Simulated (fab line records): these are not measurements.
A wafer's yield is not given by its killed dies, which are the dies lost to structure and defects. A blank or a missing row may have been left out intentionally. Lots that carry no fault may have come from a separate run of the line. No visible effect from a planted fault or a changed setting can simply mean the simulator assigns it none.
The tool behind it: which one? ; flow nand harc ; 72 wafers from 24 lots sampled at 6 of the route's 1159 steps

== WHAT THE GAUGES READ, wafer by wafer ==
NHARC_A_CONTACT_OVL_MEAS_43. Usual: overlay x nm 0.0 nm, standard deviation 0.91; overlay y nm -0.2 nm, standard deviation 0.79.
lot;measured;on;overlay x nm (nm);overlay y nm (nm);flag
L074;day 16 08:29;overlay-02;0.7 0.2 0.1;-0.1 0.0 0.8;
L075;day 16 08:44;overlay-02;0.5 0.6 -0.4;0.5 0.8 0.6;
L076;day 17 01:17;overlay-01;-1.3 -0.8 -1.0;0.2 -0.2 0.2;
L077;day 17 03:32;overlay-02;-0.4 0.1 0.0;0.7 0.2 0.2;
L078;day 17 13:23;overlay-02;1.2 1.3 1.1;-0.2 0.5 0.1;
L079;day 17 18:30;overlay-02;0.4 0.5 0.4;0.2 0.0 0.1;
L080;day 18 05:23;overlay-02;1.1 1.1 0.7;-0.1 -0.3 0.8;
L081;day 18 07:14;overlay-02;0.3 -0.3 -0.2;-1.4 -1.7 -1.3;
L084;day 18 22:23;overlay-01;0.9 1.0 1.1;0.4 -0.4 0.1;
L085;day 18 22:32;overlay-02;-0.5 -1.0 -0.5;-0.7 0.4 -0.6;
L083;day 19 02:48;overlay-02;-0.8 -0.2 -0.5;-0.9 -1.0 -0.3;
L082;day 19 03:35;overlay-02;-0.7 -1.1 -1.2;0.2 0.5 0.4;
L087;day 19 15:17;overlay-02;-1.3 -1.7 -1.4;-1.6 -1.1 -0.9;
L086;day 19 15:34;overlay-02;0.6 1.1 1.5;0.4 0.8 0.5;
L088;day 20 07:50;overlay-01;-0.7 0.1 0.0;-1.0 -1.2 -0.8;
L089;day 20 08:16;overlay-01;-0.5 -0.8 -1.7;1.2 0.8 1.0;
L090;day 20 20:49;overlay-02;-1.8 -2.1 -1.7;0.1 0.3 0.8;
L091;day 20 20:59;overlay-01;1.4 1.6 1.3;-1.6 -1.5 -1.6;
L092;day 21 02:17;overlay-01;-0.4 0.2 -0.5;-2.0 -1.3 -1.1;
L095;day 21 19:11;overlay-01;0.2 -0.2 0.0;-0.9 -1.0 -0.5;
L093;day 21 19:22;overlay-02;1.0 1.3 1.0;0.4 -0.5 0.2;
L094;day 21 23:17;overlay-01;-0.9 -1.1 -0.8;0.9 0.6 -0.1;
L096;day 22 00:01;overlay-01;0.0 0.1 0.3;0.7 0.6 -0.2;
L097;day 22 06:58;overlay-02;-0.8 -0.2 -0.3;-1.0 -1.0 -0.6;

NHARC_A_CONTACT_CD_MEAS_53. Usual: cd nm at 189.6 nm, with a standard deviation of 0.85.
lot;measured;on;cd nm (nm);flag
L074;day 16 12:21;cd sem-03;189.2 189.3 188.9;
L075;day 16 12:08;cd sem-01;190.7 189.8 189.3;
L076;day 17 05:15;cd sem-03;190.3 190.2 190.5;
L077;day 17 07:10;cd sem-01;190.6 190.1 190.9;
L078;day 17 16:48;cd sem-01;190.8 189.5 190.2;
L079;day 17 22:11;cd sem-03;190.1 190.3 189.0;
L080;day 18 08:53;cd sem-02;190.4 190.5 190.1;
L081;day 18 10:39;cd sem-03;188.9 188.3 189.4;
L084;day 19 01:46;cd sem-01;190.7 190.7 190.6;
L085;day 19 04:08;cd sem-03;187.3 187.7 187.6;
L083;day 19 06:11;cd sem-02;187.6 188.5 187.7;
L082;day 19 07:14;cd sem-01;189.8 189.6 189.5;
L087;day 19 18:41;cd sem-01;190.3 190.8 190.9;
L086;day 19 19:02;cd sem-03;188.5 188.1 188.4;
L088;day 20 11:33;cd sem-03;189.5 188.5 189.1;
L089;day 20 12:03;cd sem-01;189.9 188.6 189.1;
L090;day 21 00:20;cd sem-02;189.3 189.2 189.7;
L091;day 21 00:22;cd sem-03;189.6 189.6 189.4;
L092;day 21 05:39;cd sem-03;189.5 188.7 188.7;
L095;day 22 00:52;cd sem-01;189.9 190.4 190.3;
L093;day 21 23:08;cd sem-01;191.1 190.7 190.2;
L094;day 22 02:49;cd sem-02;190.1 190.1 190.0;
L096;day 22 03:31;cd sem-02;190.6 190.0 189.4;
L097;day 22 10:26;cd sem-03;188.5 189.5 188.6;

NHARC_A_CONTACT_CD_MEAS_69: target cd 200 nm. Usual: cd nm at 200.4 nm, with a standard deviation of 0.49.
lot;measured;on;cd nm (nm);flag
L074;day 16 18:54;cd sem-03;200.6 200.2 200.2;
L075;day 16 17:35;cd sem-02;201.0 201.9 200.6;
L076;day 17 08:50;cd sem-03;200.4 201.0 200.1;
L077;day 17 10:53;cd sem-02;199.8 200.2 199.9;
L078;day 17 20:40;cd sem-03;199.4 199.4 199.6;
L079;day 18 02:10;cd sem-02;200.2 200.7 201.4;
L080;day 18 12:20;cd sem-03;200.9 200.6 200.8;
L081;day 18 15:46;cd sem-03;199.6 200.3 200.3;
L084;day 19 05:33;cd sem-03;199.6 201.0 200.0;
L085;day 19 09:01;cd sem-03;200.6 200.7 201.0;
L083;day 19 11:05;cd sem-03;200.0 200.0 200.1;
L082;day 19 11:14;cd sem-01;201.2 200.8 201.0;
L087;day 20 01:02;cd sem-01;200.7 200.4 200.6;
L086;day 20 02:07;cd sem-01;199.5 200.0 200.2;
L088;day 20 15:09;cd sem-01;201.0 200.1 200.4;
L089;day 20 15:35;cd sem-03;200.0 200.5 200.5;
L090;day 21 04:43;cd sem-01;200.1 199.6 200.3;
L091;day 21 05:44;cd sem-02;200.2 201.1 200.7;
L092;day 21 11:12;cd sem-01;200.5 200.4 200.5;
L095;day 22 04:19;cd sem-03;200.1 200.3 201.0;
L093;day 22 02:56;cd sem-01;199.6 199.7 200.0;
L094;day 22 06:15;cd sem-03;201.0 200.4 200.7;
L096;day 22 07:59;cd sem-01;200.7 199.6 200.1;
L097;day 22 18:20;cd sem-01;201.2 200.8 200.8;

== EACH LOT AND THE TOOL THAT RAN IT (in order: tool; ch and the chambers of the sampled wafers; start) ==
lot;NHARC_A_CONTACT_ETCH_49;NHARC_A_CONTACT_ETCH_112;NHARC_A_CONTACT_ETCH_96
L074;rie diel-03 ch 2,3, day 16 10:29 or earlier;har cap etch-02 ch 0,1, day 16 10:29;rie diel-01 ch 0,2,3, day 16 12:21 or earlier
L075;rie diel-01 ch 0,2, day 16 10:20 or earlier;har cap etch-03 ch 0, day 16 10:20;rie diel-01 ch 0,1,3, day 16 12:08 or earlier
L076;rie diel-01 ch 0,3, day 17 01:38;har cap etch-03 ch 0,1, day 17 03:21;rie diel-01 ch 0,1, day 17 05:10
L077;rie diel-01 ch 0,1, day 17 05:20 or earlier;har cap etch-03 ch 0,1, day 17 05:20;rie diel-09 ch 0,1,2, day 17 07:10 or earlier
L078;rie diel-09 ch 0,1, day 17 14:58 or earlier;har cap etch-02 ch 0,1, day 17 14:58;rie diel-01 ch 0,1,3, day 17 16:43
L079;rie diel-01 ch 1,3, day 17 20:22 or earlier;har cap etch-02 ch 0,1, day 17 20:22;rie diel-01 ch 0,1, day 17 22:06
L080;rie diel-09 ch 0,2, day 18 07:04 or earlier;har cap etch-01 ch 0,1, day 18 07:04;rie diel-01 ch 1,2, day 18 08:53 or earlier
L081;rie diel-09 ch 1,2, day 18 08:49 or earlier;har cap etch-03 ch 0,1, day 18 08:49;rie diel-01 ch 0,1,3, day 18 10:39 or earlier
L084;rie diel-01 ch 1,2, day 18 23:57 or earlier;har cap etch-01 ch 0,1, day 18 23:57;rie diel-01 ch 0,1,2, day 19 01:46 or earlier
L085;rie diel-03 ch 1,2,3, day 19 02:11 or earlier;har cap etch-02 ch 0,1, day 19 02:11;rie diel-01 ch 1,3, day 19 04:08 or earlier
L083;rie diel-01 ch 0,1,3, day 19 04:23 or earlier;har cap etch-01 ch 0,1, day 19 04:23;rie diel-03 ch 0,2,3, day 19 06:11 or earlier
L082;rie diel-03 ch 0,2,3, day 19 05:25 or earlier;har cap etch-03 ch 0,1, day 19 05:25;rie diel-01 ch 1,2, day 19 07:14 or earlier
L087;rie diel-01 ch 1,2,3, day 19 16:53 or earlier;har cap etch-03 ch 0,1, day 19 16:53;rie diel-09 ch 1,2,3, day 19 18:41 or earlier
L086;rie diel-03 ch 1,2,3, day 19 17:13 or earlier;har cap etch-02 ch 0,1, day 19 17:13;rie diel-01 ch 1,2,3, day 19 19:02 or earlier
L088;rie diel-01 ch 0,2,3, day 20 09:36 or earlier;har cap etch-01 ch 0,1, day 20 09:36;rie diel-03 ch 1,2, day 20 11:33 or earlier
L089;rie diel-01 ch 1,2,3, day 20 10:07 or earlier;har cap etch-03 ch 0,1, day 20 10:07;rie diel-03 ch 0,3, day 20 12:03 or earlier
L090;rie diel-01 ch 0,1,2, day 20 22:23 or earlier;har cap etch-02 ch 0,1, day 20 22:23;rie diel-01 ch 0,1,2, day 21 00:15
L091;rie diel-03 ch 0,1,3, day 20 22:32 or earlier;har cap etch-01 ch 0,1, day 20 22:32;rie diel-09 ch 1,2,3, day 21 00:22 or earlier
L092;rie diel-09 ch 0,2,3, day 21 03:50 or earlier;har cap etch-03 ch 0,1, day 21 03:50;rie diel-03 ch 0,2,3, day 21 05:39 or earlier
L095;rie diel-09 ch 0,1,2, day 21 23:04 or earlier;har cap etch-02 ch 0,1, day 21 23:04;rie diel-01 ch 0,1,2, day 22 00:52 or earlier
L093;rie diel-03 ch 0,1,3, day 21 21:19 or earlier;har cap etch-01 ch 0,1, day 21 21:19;rie diel-01 ch 1,3, day 21 23:08 or earlier
L094;rie diel-09 ch 0,2,3, day 22 01:01 or earlier;har cap etch-01 ch 0,1, day 22 01:01;rie diel-01 ch 0,1,2, day 22 02:49 or earlier
L096;rie diel-03 ch 0,1,2, day 22 01:37 or earlier;har cap etch-03 ch 1, day 22 01:37;rie diel-09 ch 0,1, day 22 03:31 or earlier
L097;rie diel-01 ch 0,1,3, day 22 08:34 or earlier;har cap etch-02 ch 0,1, day 22 08:34;rie diel-03 ch 0,1, day 22 10:22
- NHARC_A_CONTACT_ETCH_49: etches the open film in N2/H2, target depth 260 nm, time 475.3 s.
- NHARC_A_CONTACT_ETCH_112: etches the open film in C4F8/O2/Ar, time 94 s, target depth 922 nm.
- NHARC_A_CONTACT_ETCH_96: etches the open film in C4F6/O2, target depth 20 nm, time 10 s.

== WHAT THE TOOLS THEMSELVES READ (means of the sampled wafers that have a number; where no wafer has one, the mark that the record gives instead) ==
NHARC_A_CONTACT_ETCH_49. Usual: drypump motor current A 5.6 A, standard deviation 0.45; n2 flow sccm 150.0 sccm, standard deviation 0.38; oes product au 0.998 a.u., standard deviation 0.0079; rf vpp V 431 V, standard deviation 3.1; showerhead plenum p Torr 2.04 Torr, standard deviation 0.11; throttle valve pct 14.171 %, standard deviation 0.0096.
lot;tool;drypump motor current A (A);n2 flow sccm (sccm);oes product au (a.u.);rf vpp V (V);showerhead plenum p Torr (Torr);throttle valve pct (%);flag
L074;rie diel-03;5.2;150.1;1.001;431;2.08;14.178;
L075;rie diel-01;5.7;150.1;1.003;434;2.14;14.177;
L076;rie diel-01;5.9;150.2;0.999;433;2.14;14.172;
L077;rie diel-01;6.0;150.1;0.990;431;2.02;14.162;
L078;rie diel-09;5.5;149.9;1.003;428;1.95;14.168;
L079;rie diel-01;6.1;149.7;1.000;429;1.98;14.172;
L080;rie diel-09;6.1;149.6;0.994;432;2.08;14.171;
L081;rie diel-09;5.4;150.1;1.000;431;2.02;14.159;
L084;rie diel-01;5.9;149.8;0.991;429;1.95;14.171;
L085;rie diel-03;5.1;149.8;1.004;431;2.06;14.180;
L083;rie diel-01;6.0;150.2;0.999;430;2.04;14.168;
L082;rie diel-03;5.4;150.3;1.003;431;2.04;14.178;
L087;rie diel-01;5.9;149.9;1.002;428;1.97;14.169;
L086;rie diel-03;5.1;150.1;1.001;431;2.06;14.164;
L088;rie diel-01;5.8;150.3;0.996;432;2.07;14.174;
L089;rie diel-01;6.0;149.9;0.996;428;1.97;14.168;
L090;rie diel-01;5.8;149.8;0.988;430;2.04;14.172;
L091;rie diel-03;5.2;150.1;1.004;430;2.02;14.161;
L092;rie diel-09;5.8;149.9;0.999;431;2.09;14.177;
L095;rie diel-09;5.7;150.2;0.997;429;2.01;14.172;
L093;rie diel-03;5.3;149.9;1.001;430;2.02;14.172;
L094;rie diel-09;5.9;150.0;1.000;432;2.09;14.170;
L096;rie diel-03;5.2;150.1;1.000;432;2.11;14.172;
L097;rie diel-01;6.0;150.2;0.989;432;2.04;14.175;

NHARC_A_CONTACT_ETCH_96. Usual: drypump motor current A 5.7 A, standard deviation 0.41; oes product au 0.983 a.u., standard deviation 0.022; rf vpp V 547 V, standard deviation 3.9; showerhead plenum p Torr 3.92 Torr, standard deviation 0.18; throttle valve pct 26.904 %, standard deviation 0.0091.
lot;tool;drypump motor current A (A);oes product au (a.u.);rf vpp V (V);showerhead plenum p Torr (Torr);throttle valve pct (%);flag
L074;rie diel-01;5.8;1.002;548;3.98;26.912;
L075;rie diel-01;6.0;0.945;547;3.94;26.902;
L076;rie diel-01;5.8;0.971;549;4.06;26.907;
L077;rie diel-09;5.7;0.972;547;3.89;26.907;
L078;rie diel-01;6.0;0.996;547;3.94;26.906;
L079;rie diel-01;5.8;0.943;550;4.06;26.904;
L080;rie diel-01;5.8;0.986;544;3.80;26.910;
L081;rie diel-01;6.0;0.997;547;3.93;26.896;
L084;rie diel-01;5.8;0.933;547;3.92;26.905;
L085;rie diel-01;6.1;0.991;545;3.77;26.905;
L083;rie diel-03;5.4;0.991;548;3.93;26.902;
L082;rie diel-01;5.8;0.998;545;3.80;26.910;
L087;rie diel-09;5.4;1.006;546;3.91;26.901;
L086;rie diel-01;6.0;0.992;545;3.80;26.900;
L088;rie diel-03;4.9;0.971;549;4.08;26.901;
L089;rie diel-03;5.5;0.995;543;3.76;26.900;
L090;rie diel-01;5.8;0.981;547;3.92;26.907;
L091;rie diel-09;5.4;1.006;547;3.91;26.899;
L092;rie diel-03;5.4;0.953;546;3.92;26.894;
L095;rie diel-01;5.8;0.990;546;3.92;26.904;
L093;rie diel-01;6.1;0.995;544;3.81;26.915;
L094;rie diel-01;5.8;0.997;547;3.92;26.903;
L096;rie diel-09;5.5;0.998;544;3.75;26.908;
L097;rie diel-03;5.0;0.973;549;4.01;26.907;

== THE ANSWER, worked out from the rows above alone ==
Rule: a lot is off if the mean of its wafers that have a number lies more than 3 standard deviations from the usual mean. Also off: a lot with no number at a reading for which 4 or more lots have one. Where the step has rows for the other lots, those lots are counted as sound. After the gauges, taken in route order, come the tools' own readings; for these a lot's mean is taken, as printed above. The first step at which some lot is off is used, and at that step the reading that is off furthest; a lot without a number counts as furthest.
Nothing can be told from this: no lot is off at any reading shown.

== WHAT WAS PUT IN BY THE SIMULATOR ==
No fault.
